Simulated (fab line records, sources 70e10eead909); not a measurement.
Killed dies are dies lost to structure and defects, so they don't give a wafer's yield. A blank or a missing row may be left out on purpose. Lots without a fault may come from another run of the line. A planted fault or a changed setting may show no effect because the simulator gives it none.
fab line records | flow nand_harc | part 1 of 2: steps 1 to 4 of 6
record lots=22 wafers=66 last_day=33
route steps=1302 shown A_STAIRCASE@869 A_SGD_CUT@907 A_SLIT@922
lots that met no fault: from a run of the same line without faults
start_h: hours from the record's first day to the start of the lot's first wafer shown | wait_h: hours since the lot's step before | " the same as in the row above | L1.1+2: a row that stands for several wafers | - no value, or no start given | * or withheld: withheld | < > ~ a bound
route shown NAME@n: a module of which the file shows steps, and the number in the route of the first | usual: mean/standard deviation of fault-free wafers | same: alike in all rows | chamber/n: place in a boat | sites: the reading at each site | _std_site: their standard deviation | _edge_site: outer sites' mean less inner sites' | radius_mm: how far each site lies from the wafer's centre | mask NAME#n: copy n | behind: the tool/chamber that last shaped the wafer | hold: why the lot was held/for how many hours/how that ended | device: the transistor (n, p or np) that didn't switch | end of line: the same wafers' tests at the end of the route | a step without rows: its recipe alone | killed: dies lost to structure and defects at the first sort, not the wafer's yield | map: a wafer's dies, x killed, . not, _ none there
set.NAME: the setting as run; set.NAME@STEP: as run at that earlier step | model.NAME: the simulator's own value behind a step, which no gauge read
steps of the route over a sample of lots; a table a step, a row a wafer
services: from which hour (start_h, from the record's first day; less than 0 if before it) a tool's chamber was out of use, for how many hours, and why
## steps
# step NHARC_A_STAIRCASE_DESCUM_443
# recipe time_s=3 o2_flow_sccm=200 ar_flow_sccm=0 bias_power_w=0 chemistry=O2
# usual drypump_motor_current_A=5.8/0.56 mfc_ar_sccm=0.007/0.012 oes_product_au=0.998/0.0073 rf_vpp_V=57.9/0.94 showerhead_plenum_p_Torr=1.94/0.1 throttle_valve_pct=11.309/0.0091
# columns lot.wafer tool chamber start_h wait_h drypump_motor_current_A mfc_ar_sccm oes_product_au rf_hours_counter_h rf_vpp_V showerhead_plenum_p_Torr throttle_valve_pct
L074.4 rie_diel-09 0 436.97 - 6.1 0 1.000 38 58.8 1.93 11.320
L074.1 " 1 " " 5.5 0 1.005 46 59.1 1.92 11.302
L074.6 " 3 " " 5.5 0.010 0.996 - 55.4 1.91 11.308
L075.4 rie_diel-01 1 437.12 - 6.3 0 0.998 8 57.7 2.00 11.303
L075.3 " 3 " " 6.0 0 0.985 20 58.5 1.78 11.308
L075.5 " 2 " " 6.4 0 0.998 - 58.6 2.07 11.314
L076.3 rie_diel-01 1 448.18 - 6.3 0 0.984 14 58.7 1.99 11.334
L076.6 " 2 " " 6.4 0 0.996 - 60.0 2.07 11.315
L076.5 " 3 " " 6.0 0 0.987 - 58.3 1.78 11.300
L080.1 rie_diel-09 1 477.68 - 5.5 0 1.000 60 58.4 1.92 11.312
L080.6 " 3 " " 5.5 0.010 0.985 - 56.6 1.90 11.307
L080.5 " 0 " " 6.1 0 0.986 - 56.6 1.93 11.313
L077.2 rie_diel-05 2 477.81 - 4.7 0.025 0.991 15 58.2 1.90 11.320
L077.3 " 3 " " 6.3 0.036 1.002 15 58.2 2.01 11.290
L077.4 " 1 " " 5.3 0.010 1.006 17 57.2 1.98 11.318
L078.3 rie_diel-01 0 478.10 - 4.8 0 0.992 21 58.9 2.07 11.310
L078.4 " 3 " " 6.0 0 0.992 - 58.0 1.78 11.312
L078.6 " 0 " " 4.8 0 1.000 - 57.5 2.07 11.306
L079.3 rie_diel-01 2 478.16 - 6.3 0 0.993 38 58.6 2.06 11.305
L079.5 " 2 " " 6.4 0 0.996 - 57.7 2.06 11.319
L079.4 " 3 " " 6.0 0 0.991 - 57.6 1.78 11.302
L081.2 rie_diel-01 1 489.92 - 6.3 0 1.000 23 58.7 1.99 11.309
L081.4 " 0 " " 4.9 0 1.006 29 58.3 2.07 11.307
L081.5 " 2 " " 6.4 0 1.008 - 58.8 2.06 11.302
L083.4 rie_diel-01 1 511.98 - 6.2 0 1.007 32 57.4 1.99 11.309
L083.1 " 3 " " 6.1 0 0.997 46 56.3 1.77 11.311
L083.5 " 2 " " 6.4 0 1.012 - 58.2 2.06 11.314
L082.4 rie_diel-05 2 512.15 - 4.7 0.025 0.980 26 59.3 1.89 11.312
L082.3 " 3 " " 6.3 0.036 0.999 25 57.9 2.01 11.313
L082.6 " 1 " " 5.3 0.010 0.994 - 57.5 1.97 11.301
L084.3 rie_diel-09 2 532.41 - 5.8 0 1.001 8 57.1 1.80 11.295
L084.2 " 3 " " 5.6 0.010 1.003 8 57.1 1.90 11.302
L084.5 " 0 " " 6.1 0 0.988 - 58.6 1.92 11.307
L086.1 rie_diel-01 1 553.10 - 6.3 0 0.995 45 58.6 1.98 11.302
L086.4 " 2 " " 6.4 0 1.000 66 59.4 2.05 11.300
L086.3 " 0 " " 4.8 0 1.002 51 58.3 2.06 11.313
L089.2 rie_diel-05 0 567.52 - 5.9 0.031 0.991 44 57.1 1.78 11.284
L089.3 " 1 " " 5.3 0.010 0.994 45 57.0 1.97 11.308
L089.6 " 3 " " 6.4 0.036 0.998 - 59.0 2.00 11.309
L087.1 rie_diel-01 1 567.68 - 6.3 0 0.998 0 56.4 1.98 11.293
L087.2 " 2 " " 6.4 0 1.008 0 57.0 2.05 11.336
L087.4 " 1 " " 6.2 0 1.004 - 59.9 1.98 11.308
L090.3 rie_diel-05 3 585.01 - 6.3 0.036 0.994 51 57.5 2.00 11.309
L090.1 " 0 " " 5.8 0.031 0.990 51 56.6 1.78 11.296
L090.5 " 1 " " 5.3 0.010 0.999 - 58.1 1.96 11.317
L091.3 rie_diel-09 3 611.65 - 5.5 0.010 0.996 29 58.3 1.89 11.299
L091.1 " 1 " " 5.5 0 0.995 26 58.5 1.90 11.295
L091.6 " 3 " " 5.5 0.010 1.010 - 57.4 1.89 11.318
L093.1 rie_diel-01 3 624.86 - 6.0 0 0.985 12 58.4 2.07 11.305
L093.4 " 2 " " 6.4 0 0.991 17 58.4 2.05 11.321
L093.5 " 3 " " 6.0 0 0.986 - 58.9 2.07 11.310
L092.2 rie_diel-09 0 625.03 - 6.1 0 0.991 40 57.5 1.91 11.308
L092.3 " 1 " " 5.5 0 0.994 32 58.6 1.90 11.305
L092.1 " 2 " " 5.8 0 1.005 42 57.8 1.79 11.300
L095.1 rie_diel-09 2 639.87 - 5.8 0 1.003 45 57.3 1.79 11.309
L095.3 " 0 " " 6.1 0 0.998 47 57.6 1.91 11.303
L095.5 " 2 " " 5.8 0 1.007 - 55.8 1.79 11.313
L094.1 rie_diel-05 3 640.11 - 6.3 0.036 1.000 11 59.6 2.00 11.302
L094.4 " 2 " " 4.7 0.025 1.005 11 58.8 1.88 11.299
L094.6 " 3 " " 6.3 0.036 0.994 - 58.3 2.00 11.316
L096.3 rie_diel-05 3 640.20 - 6.3 0.036 0.997 11 58.7 2.00 11.304
L096.4 " 0 " " 5.9 0.031 1.001 12 56.7 1.77 11.329
L096.5 " 3 " " 6.3 0.036 1.006 - 58.1 2.00 11.314
L097.1 rie_diel-01 2 661.93 - 6.4 0 1.013 32 57.2 2.04 11.318
L097.4 " 3 " " 6.0 0 0.996 27 58.1 2.07 11.312
L097.5 " 1 " " 6.2 0 1.018 - 59.3 1.97 11.325
# step NHARC_A_STAIRCASE_INSPECT_155
# usual raw_defect_count=424/130
# columns lot.wafer tool chamber start_h wait_h raw_defect_count
L074.1 defect_inspect-01 - 444.02 0.1 412
L074.4 " - " " 406
L074.6 " - " " 380
L075.3 defect_inspect-02 - 444.20 0.1 544
L075.4 " - " " 650
L075.5 " - " " 494
L076.3 defect_inspect-01 - 455.23 0.1 376
L076.5 " - " " 394
L076.6 " - " " 362
L080.1 defect_inspect-01 - 484.76 0.1 321
L080.5 " - " " 312
L080.6 " - " " 582
L077.2 defect_inspect-02 - 484.93 0.1 644
L077.3 " - " " 344
L077.4 " - " " 746
L078.3 defect_inspect-02 - 486.14 0.1 428
L078.4 " - " " 514
L078.6 " - " " 739
L079.3 defect_inspect-02 - 489.94 0.1 395
L079.4 " - " " 372
L079.5 " - " " 448
L081.2 defect_inspect-01 - 496.99 0.1 339
L081.4 " - " " 391
L081.5 " - " " 442
L083.1 defect_inspect-01 - 519.01 0.1 403
L083.4 " - " " 559
L083.5 " - " " 574
L082.3 defect_inspect-02 - 519.31 0.1 287
L082.4 " - " " 345
L082.6 " - " " 555
L084.2 defect_inspect-01 - 539.45 0.1 273
L084.3 " - " " 215
L084.5 " - " " 244
L086.1 defect_inspect-02 - 560.17 0.1 317
L086.3 " - " " 290
L086.4 " - " " 326
L089.2 defect_inspect-02 - 575.49 0.1 326
L089.3 " - " " 257
L089.6 " - " " 259
L087.1 defect_inspect-02 - 578.05 0.1 524
L087.2 " - " " 441
L087.4 " - " " 524
L090.1 defect_inspect-02 - 592.04 0.1 328
L090.3 " - " " 342
L090.5 " - " " 427
L091.1 defect_inspect-01 - 618.72 0.1 392
L091.3 " - " " 366
L091.6 " - " " 268
L093.1 defect_inspect-01 - 632.09 0.1 366
L093.4 " - " " 246
L093.5 " - " " 286
L092.1 defect_inspect-02 - 633.46 0.1 395
L092.2 " - " " 467
L092.3 " - " " 441
L095.1 defect_inspect-01 - 647.00 0.1 391
L095.3 " - " " 836
L095.5 " - " " 582
L094.1 defect_inspect-01 - 647.28 0.1 361
L094.4 " - " " 520
L094.6 " - " " 630
L096.3 defect_inspect-01 - 650.99 0.1 266
L096.4 " - " " 374
L096.5 " - " " 182
L097.1 defect_inspect-01 - 668.94 0.1 295
L097.4 " - " " 357
L097.5 " - " " 468
# step NHARC_A_SGD_CUT_ETCH_15
# recipe target_depth_a=750 time_s=64.3 ch3f_flow_sccm=50 o2_flow_sccm=30 ar_flow_sccm=200 rf_w=500 bias_w=100 chemistry=CH3F/O2
# usual drypump_motor_current_A=5.7/0.56 mfc_ar_sccm=199.9/0.62 oes_product_au=0.959/0.018 rf_vpp_V=263.5/1.8 showerhead_plenum_p_Torr=2.43/0.11 throttle_valve_pct=20.663/0.0088
# columns lot.wafer tool chamber start_h wait_h drypump_motor_current_A mfc_ar_sccm oes_product_au rf_hours_counter_h rf_vpp_V showerhead_plenum_p_Torr throttle_valve_pct
L074.1 rie_diel-08 3 - - 4.8 200.3 0.960 5 262.1 2.30 20.678
L074.4 " 0 " " 5.7 200.0 0.980 5 265.0 2.44 20.671
L074.6 " 3 " " 4.8 199.8 0.952 - 261.6 2.30 20.657
L075.3 rie_diel-11 3 - - 5.1 200.6 0.978 0 260.5 2.30 20.651
L075.4 " 0 " " 5.9 200.3 0.977 0 263.6 2.49 20.650
L075.5 " 2 " " 5.2 200.0 0.965 - 263.1 2.39 20.671
L076.3 rie_diel-11 1 - - 6.7 198.8 0.965 2 263.4 2.36 20.673
L076.5 " 0 " " 5.9 200.6 0.965 - 263.9 2.49 20.668
L076.6 " 1 " " 6.7 200.1 0.949 - 263.3 2.36 20.667
L080.1 rie_diel-08 0 - - 5.7 199.7 0.967 8 263.2 2.44 20.656
L080.6 " 1 " " 6.3 199.6 0.975 - 265.8 2.62 20.671
L080.5 " 2 " " 5.8 199.8 0.955 - 261.2 2.32 20.661
L077.3 rie_diel-11 0 - - 5.9 200.0 0.969 4 262.9 2.48 20.653
L077.4 " 1 " " 6.7 200.4 0.964 4 263.2 2.36 20.665
L077.2 " 2 " " 5.2 199.7 0.986 4 263.2 2.39 20.661
L078.4 rie_diel-11 3 - - 5.1 199.9 0.981 4 260.5 2.30 20.662
L078.3 " 1 " " 6.7 200.9 0.966 5 261.5 2.36 20.661
L078.6 " 3 " " 5.1 199.4 0.976 - 261.3 2.30 20.676
L079.4 rie_diel-11 3 - - 5.1 199.6 0.931 4 260.9 2.30 20.649
L079.3 " 1 " " 6.7 198.7 0.924 5 262.2 2.36 20.669
L079.5 " 2 " " 5.2 200.0 0.930 - 262.6 2.39 20.666
L081.2 rie_diel-06 0 - - 5.9 200.4 0.983 0 264.9 2.52 20.664
L081.4 " 2 " " 5.5 199.2 0.957 0 265.9 2.56 20.667
L081.5 " 3 " " 5.7 200.4 0.956 - 264.1 2.56 20.648
L083.4 rie_diel-06 1 - - 6.4 200.3 0.930 1 264.4 2.53 20.660
L083.1 " 3 " " 5.8 200.9 0.926 1 264.7 2.56 20.665
L083.5 " 1 " " 6.4 200.2 0.926 - 265.6 2.53 20.685
L082.3 rie_diel-08 2 - - 5.8 200.2 0.975 11 261.9 2.32 20.670
L082.4 " 3 " " 4.8 199.1 0.963 10 261.2 2.30 20.666
L082.6 " 3 " " 4.8 199.5 0.959 - 261.2 2.30 20.661
L084.3 rie_diel-06 0 - - 5.8 200.4 0.972 3 264.5 2.52 20.663
L084.2 " 1 " " 6.4 200.4 0.962 2 265.3 2.53 20.664
L084.5 " 2 " " 5.5 198.5 0.972 - 265.7 2.56 20.665
L086.3 rie_diel-08 2 - - 5.8 200.0 0.966 0 262.3 2.32 20.670
L086.1 " 3 " " 4.8 199.2 0.966 0 262.2 2.30 20.667
L086.4 " 1 " " 6.3 200.0 0.967 0 266.6 2.62 20.656
L089.2 rie_diel-08 3 - - 4.8 200.6 0.955 1 261.8 2.30 20.667
L089.3 " 0 " " 5.7 200.7 0.957 1 263.8 2.44 20.669
L089.6 " 1 " " 6.3 200.1 0.964 - 266.3 2.62 20.660
L087.2 rie_diel-08 3 - - 4.8 200.0 0.926 2 260.9 2.29 20.662
L087.1 " 0 " " 5.7 199.6 0.938 2 263.5 2.44 20.656
L087.4 " 1 " " 6.3 200.3 0.940 - 266.1 2.62 20.668
L090.3 rie_diel-06 3 - - 5.7 199.4 0.924 6 264.1 2.56 20.653
L090.1 " 0 " " 5.9 199.0 0.931 6 265.7 2.52 20.664
L090.5 " 3 " " 5.7 199.2 0.924 - 264.2 2.56 20.657
L091.3 rie_diel-06 0 - - 5.9 199.5 0.947 8 265.0 2.52 20.655
L091.1 " 3 " " 5.7 200.0 0.938 8 264.8 2.55 20.667
L091.6 " 0 " " 5.9 200.1 0.940 - 266.0 2.52 20.678
L093.4 rie_diel-11 0 - - 5.9 199.9 0.961 1 263.7 2.48 20.660
L093.1 " 2 " " 5.2 199.0 0.991 1 262.7 2.38 20.654
L093.5 " 0 " " 5.8 199.3 0.974 - 265.3 2.48 20.654
L092.2 rie_diel-08 3 - - 4.8 199.6 0.960 4 261.2 2.29 20.646
L092.3 " 0 " " 5.7 200.5 0.967 5 263.7 2.43 20.667
L092.1 " 1 " " 6.3 198.5 0.986 5 265.8 2.62 20.658
L095.3 rie_diel-08 1 - - 6.3 200.4 0.976 6 266.3 2.62 20.678
L095.1 " 2 " " 5.8 199.9 0.978 4 261.4 2.32 20.654
L095.5 " 0 " " 5.7 200.3 0.976 - 262.7 2.43 20.659
L094.1 rie_diel-06 0 - - 5.9 199.1 0.966 9 265.5 2.52 20.655
L094.4 " 1 " " 6.4 200.3 0.966 6 266.7 2.53 20.667
L094.6 " 3 " " 5.7 200.2 0.970 - 265.8 2.55 20.661
L096.3 rie_diel-11 1 - - 6.7 199.7 0.964 3 262.1 2.35 20.652
L096.4 " 2 " " 5.2 199.4 0.983 3 263.4 2.38 20.673
L096.5 " 1 " " 6.7 198.9 0.966 - 261.6 2.35 20.657
L097.1 rie_diel-11 2 - - 5.2 198.8 0.954 4 261.9 2.38 20.639
L097.4 " 3 " " 5.0 201.0 0.939 5 259.9 2.30 20.659
L097.5 " 1 " " 6.7 200.4 0.955 - 263.2 2.35 20.674
# step NHARC_A_SGD_CUT_STRIP_28
# recipe time_s=20 o2_flow_sccm=500 ar_flow_sccm=0 bias_w=0 chemistry=O2
# usual drypump_motor_current_A=5.8/0.53 mfc_ar_sccm=0.013/0.011 oes_product_au=0.999/0.0076 rf_vpp_V=57.8/1 showerhead_plenum_p_Torr=3.52/0.15 throttle_valve_pct=17.036/0.0091
# columns lot.wafer tool chamber start_h wait_h drypump_motor_current_A mfc_ar_sccm oes_product_au rf_hours_counter_h rf_vpp_V showerhead_plenum_p_Torr throttle_valve_pct
L075.4 rie_diel-11 1 - - 6.7 0 1.008 1 60.0 3.39 17.034
L075.3 " 2 " " 5.2 0.018 0.997 1 57.1 3.43 17.034
L075.5 " 0 " " 5.9 0.035 1.001 - 58.1 3.57 17.025
L074.1 rie_diel-08 2 - - 5.8 0 1.000 6 56.7 3.34 17.036
L074.4 " 3 " " 4.8 0.017 1.000 6 56.8 3.31 17.040
L074.6 " 1 " " 6.3 0.016 1.000 - 58.2 3.76 17.040
L076.3 rie_diel-08 3 - - 4.8 0.017 0.994 7 57.1 3.31 17.032
L076.5 " 0 " " 5.7 0.012 0.993 - 58.1 3.50 17.024
L076.6 " 1 " " 6.3 0.016 0.995 - 59.1 3.76 17.040
L080.1 rie_diel-11 1 - - 6.7 0 1.010 5 56.6 3.39 17.047
L080.6 " 1 " " 6.7 0 1.012 - 56.9 3.39 17.041
L080.5 " 2 " " 5.2 0.018 1.010 - 57.0 3.43 17.030
L077.3 rie_diel-08 2 - - 5.8 0 0.989 9 56.9 3.34 17.044
L077.2 " 3 " " 4.8 0.017 0.997 8 55.9 3.30 17.035
L077.4 " 0 " " 5.7 0.012 0.999 8 57.9 3.50 17.026
L078.3 rie_diel-06 1 - - 6.4 0.010 1.008 0 58.2 3.63 17.026
L078.4 " 3 " " 5.7 0 0.996 0 58.0 3.67 17.041
L078.6 " 0 " " 5.9 0.001 1.008 - 58.4 3.62 17.030
L079.4 rie_diel-08 0 - - 5.7 0.012 1.004 8 58.3 3.50 17.031
L079.3 " 3 " " 4.8 0.017 1.011 8 57.4 3.30 17.036
L079.5 " 0 " " 5.7 0.012 1.000 - 58.2 3.50 17.042
L081.4 rie_diel-08 1 - - 6.3 0.016 0.988 9 58.5 3.76 17.044
L081.2 " 3 " " 4.8 0.017 0.998 9 56.7 3.30 17.058
L081.5 " 1 " " 6.3 0.016 0.995 - 58.4 3.76 17.044
L083.1 rie_diel-06 2 - - 5.6 0.036 0.999 1 57.2 3.67 17.033
L083.4 " 3 " " 5.7 0 0.999 2 59.1 3.67 17.042
L083.5 " 2 " " 5.5 0.036 1.011 - 58.5 3.67 17.037
L082.3 rie_diel-08 1 526.66 0.2 6.3 0.016 0.992 11 59.9 3.75 17.028
L082.4 " 0 " " 5.7 0.012 1.001 - 57.9 3.50 17.029
L082.6 " 1 " " 6.3 0.016 1.006 - 59.6 3.75 17.044
L084.3 rie_diel-11 2 546.87 0.1 5.2 0.018 1.004 9 58.0 3.43 17.020
L084.2 " 0 " " 5.9 0.035 0.993 9 59.0 3.56 17.027
L084.5 " 2 " " 5.2 0.018 0.994 - 57.6 3.43 17.040
L086.4 rie_diel-11 3 - - 5.1 0.012 0.999 9 55.8 3.31 17.046
L086.1 " 1 " " 6.7 0 1.008 11 57.4 3.38 17.034
L086.3 " 2 " " 5.2 0.018 1.010 11 57.8 3.43 17.035
L087.2 rie_diel-08 0 584.39 0.2 5.7 0.012 1.007 2 59.5 3.49 17.045
L087.1 " 3 " " 4.8 0.017 0.993 2 56.9 3.30 17.047
L087.4 " 0 " " 5.7 0.012 1.007 - 57.2 3.50 17.039
L089.2 rie_diel-06 0 584.40 0.1 5.9 0.001 1.004 5 58.5 3.61 17.028
L089.3 " 3 " " 5.7 0 0.983 5 58.7 3.66 17.036
L089.6 " 2 " " 5.5 0.036 0.983 - 57.7 3.67 17.040
L090.3 rie_diel-08 2 - - 5.8 0 1.002 1 58.0 3.34 17.042
L090.1 " 3 " " 4.8 0.017 0.996 2 59.1 3.30 17.044
L090.5 " 0 " " 5.7 0.012 1.010 - 59.8 3.49 17.033
L091.1 rie_diel-06 1 - - 6.4 0.010 1.001 5 59.8 3.63 17.054
L091.3 " 3 " " 5.7 0 0.998 8 58.9 3.66 17.033
L091.6 " 2 " " 5.5 0.036 0.992 - 56.9 3.67 17.035
L093.1 rie_diel-11 3 - - 5.0 0.012 0.993 2 56.3 3.31 17.044
L093.4 " 1 " " 6.7 0 1.002 2 55.2 3.38 17.033
L093.5 " 3 " " 5.1 0.012 0.991 - 57.5 3.31 17.034
L092.1 rie_diel-08 0 - - 5.7 0.012 1.000 5 57.9 3.49 17.040
L092.2 " 2 " " 5.8 0 0.998 4 57.6 3.34 17.047
L092.3 " 3 " " 4.8 0.017 0.991 5 56.5 3.30 17.030
L094.4 rie_diel-08 0 - - 5.7 0.012 0.999 6 58.6 3.49 17.037
L094.1 " 1 " " 6.3 0.016 1.007 6 57.5 3.75 17.034
L094.6 " 1 " " 6.3 0.016 1.016 - 59.0 3.75 17.025
L095.3 rie_diel-06 1 - - 6.4 0.010 0.989 7 57.6 3.63 17.033
L095.1 " 2 " " 5.5 0.036 0.999 7 58.7 3.67 17.045
L095.5 " 3 " " 5.7 0 0.999 - 58.1 3.66 17.019
L096.3 rie_diel-11 2 - - 5.2 0.018 0.985 3 58.2 3.42 17.046
L096.4 " 3 " " 5.1 0.012 0.988 4 57.2 3.31 17.025
L096.5 " 2 " " 5.2 0.018 1.005 - 56.7 3.42 17.035
L097.4 rie_diel-08 3 - - 4.8 0.017 0.995 7 56.4 3.30 17.041
L097.1 " 1 " " 6.3 0.016 1.013 8 60.4 3.75 17.028
L097.5 " 3 " " 4.8 0.017 0.987 - 57.1 3.30 17.048
